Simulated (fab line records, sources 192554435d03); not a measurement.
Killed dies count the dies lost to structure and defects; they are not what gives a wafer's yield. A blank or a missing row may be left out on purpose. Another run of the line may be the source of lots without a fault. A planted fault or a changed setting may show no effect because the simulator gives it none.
Struck lot and sound lot, side by side | flow n5 finfet | 27 out of 1938 route steps
Sound: the wafers L211.1, L211.4, L211.5. Struck: wafers L221.1, L221.4, L221.6. The cause is named last.
Order at every step that has rows: each side's tool, ch and its chambers, its first start. Under that, the readings that differ: sound wafers | struck wafers | difference of the means | sigmas: that difference in standard deviations of wafers without a fault.
alike: readings with means less than 2 such deviations apart, plus words and numbers identical on both sides. not compared: withheld readings, readings lacking a value on some wafer, bounds such as >300 that could conceal the same value, and numbers that have no deviation in the record and whose values overlap.
Wherever a step has rows on one side only, a row that says differs or no value, or a row with sigmas, the two part there. When numbers do not overlap yet have no deviation, they are printed without sigmas and do not part them. A reading missing from all wafers of one side parts the sides only when that side holds two or more wafers.

first, 1 step without rows for these wafers: N5_DUMMY_GATE_SRD_01 (time 30 s).
N5_DUMMY_GATE_ALD_02: deposits SiO2, target thk 2 nm, pulse time 1 s.
  sound on ald sin-01 ch 2,3, day 4 09:23; struck on ald sin-02 ch 1,2, day 6 20:42
  alike: chamber pressure Torr, heater power w, precursor pulse height rel
then, 3 steps without rows for these wafers: N5_DUMMY_GATE_CVD_03 (deposits a-Si from SiH4, target thk 150 nm, time 8042 s); N5_DUMMY_GATE_PRECLEAN_46 (cleans in DIW, time 89.5 s); N5_DUMMY_GATE_SRD_47 (dry time 32 s).
N5_DUMMY_GATE_CMP_04: polishes a-Si.
  sound on cmp-03 ch 1,3, day 4 13:15; struck on cmp-01 ch 0,1,2, day 7 00:32
  alike: motor current A, retaining ring pressure frac, time to endpoint s
N5_DUMMY_GATE_THK_MEAS_05:
  sound on film metro-01, day 4 13:29; struck on film metro-01, day 7 00:47
  alike: thk nm
then, 5 steps without rows for these wafers: N5_DUMMY_GATE_HM_DEP_06 (deposits SiNx from DCS/NH3, target thk 80 nm, time 5141 s); N5_DUMMY_GATE_PECVD_30 (deposits SiO2 from TEOS/O2, target thk 55 nm, time 10.8 s); N5_DUMMY_GATE_COAT_34 (time 60 s, resist thk 60 nm); N5_DUMMY_GATE_COAT_35 (time 60 s, resist thk 10 nm); N5_DUMMY_GATE_COAT_28 (time 60 s, resist thk 10 nm).
N5_DUMMY_GATE_COAT_09: resist thk 30 nm.
  sound on litho track-04 ch 0, day 4 17:31; struck on litho track-04 ch 0, day 7 04:49
  reading                                         | sound                | struck               | difference | sigmas
  spin speed rpm (rpm)                            | 1499.4 1501.1 1500.6 | 1336.1 1337.1 1338.1 | -163.3     | -99 or more
  model.CAR-EUV_of_DUMMY_GATE_COAT_09.thk nm (nm) | 30 30 30             | 31.8 31.8 31.8       | +1.8       |
then, 5 steps without rows for these wafers: N5_DUMMY_GATE_EBR_11; N5_DUMMY_GATE_SOFTBAKE_10 (time 60 s); N5_DUMMY_GATE_EXPOSE_12 (exposes mask GATE, target cd 25 nm); N5_DUMMY_GATE_PEB_13 (peb time 60 s); N5_DUMMY_GATE_DEVELOP_14 (develop time 30 s).
N5_DUMMY_GATE_CD_MEAS_15: target cd 25.8 nm.
  sound on cd sem-01 ch 0, day 4 17:48; struck on cd sem-01 ch 0, day 7 05:04
  alike: cd nm
N5_DUMMY_GATE_OVL_MEAS_16:
  sound on overlay-01 ch 0, day 4 17:50; struck on overlay-01 ch 0, day 7 05:07
  alike: GATE_OVL
N5_DUMMY_GATE_INSPECT_17: inspects for defects (brightfield).
  sound on defect inspect-01, day 4 17:54; struck on defect inspect-01, day 7 05:10
  alike: raw defect count
N5_DUMMY_GATE_DESCUM_20: chemistry O2, time 6.2 s.
  sound on rie diel-04 ch 0,1,3, day 4 18:13; struck on rie diel-02 ch 0,2, day 7 05:13
  alike: drypump motor current A, oes product au, rf fwd power W, rf vpp V, showerhead plenum p Torr, throttle valve pct
  not compared: rf hours counter h
N5_DUMMY_GATE_ETCH_29: etches underlayer in N2/H2, target depth 13 nm.
  sound on rie diel-04 ch 0,1,3, day 4 18:17; struck on rie diel-02 ch 0,2, day 7 05:16
  alike: drypump motor current A, h2 flow sccm, oes product au, rf fwd power W, rf vpp V, showerhead plenum p Torr, throttle valve pct
  not compared: rf hours counter h
N5_DUMMY_GATE_ETCH_36: etches SiARC in CF4, target depth 13 nm.
  sound on rie diel-04 ch 0,1,3, day 4 18:19; struck on rie diel-02 ch 0,2, day 7 05:19
  alike: drypump motor current A, oes product au, rf fwd power W, rf vpp V, showerhead plenum p Torr, throttle valve pct
  not compared: rf hours counter h, model.CAR-EUV_of_DUMMY_GATE_COAT_09.thk nm
N5_DUMMY_GATE_ETCH_37: etches SOC in N2/H2, target depth 60 nm, overetch 30 nm.
  sound on rie diel-04 ch 0,1,3, day 4 18:22; struck on rie diel-02 ch 0,2, day 7 05:21
  alike: drypump motor current A, h2 flow sccm, oes product au, rf fwd power W, rf vpp V, showerhead plenum p Torr, throttle valve pct
  not compared: rf hours counter h
-- a jump in the record: the struck wafers' starts before and after are 6 days apart (it breaks off in module DUMMY_GATE and resumes in module BEOL_M4, where the first step shown is number 1111 of the route) --
N5_BEOL_M4_RC_MEAS_101:
  sound on prober-01 ch 0, day 9 17:16; struck on prober-02 ch 0, day 12 22:11
  alike: DIBL_N, DIBL_P, IOFF_N, IOFF_P, ION_N, ION_P, SS_N, SS_P, VT_N, VT_P
N5_PASSIVATION_PROBE_49:
  rows exist in the record for the sound wafers here (prober-01, day 14 08:20), none for the struck ones

## WHERE THEY PART
Earliest at N5_DUMMY_GATE_COAT_09; latest, in this record, at N5_PASSIVATION_PROBE_49.

WHY: the cause the simulator had injected
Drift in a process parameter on litho track-04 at N5_DUMMY_GATE_COAT_09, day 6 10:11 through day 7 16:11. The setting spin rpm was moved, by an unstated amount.
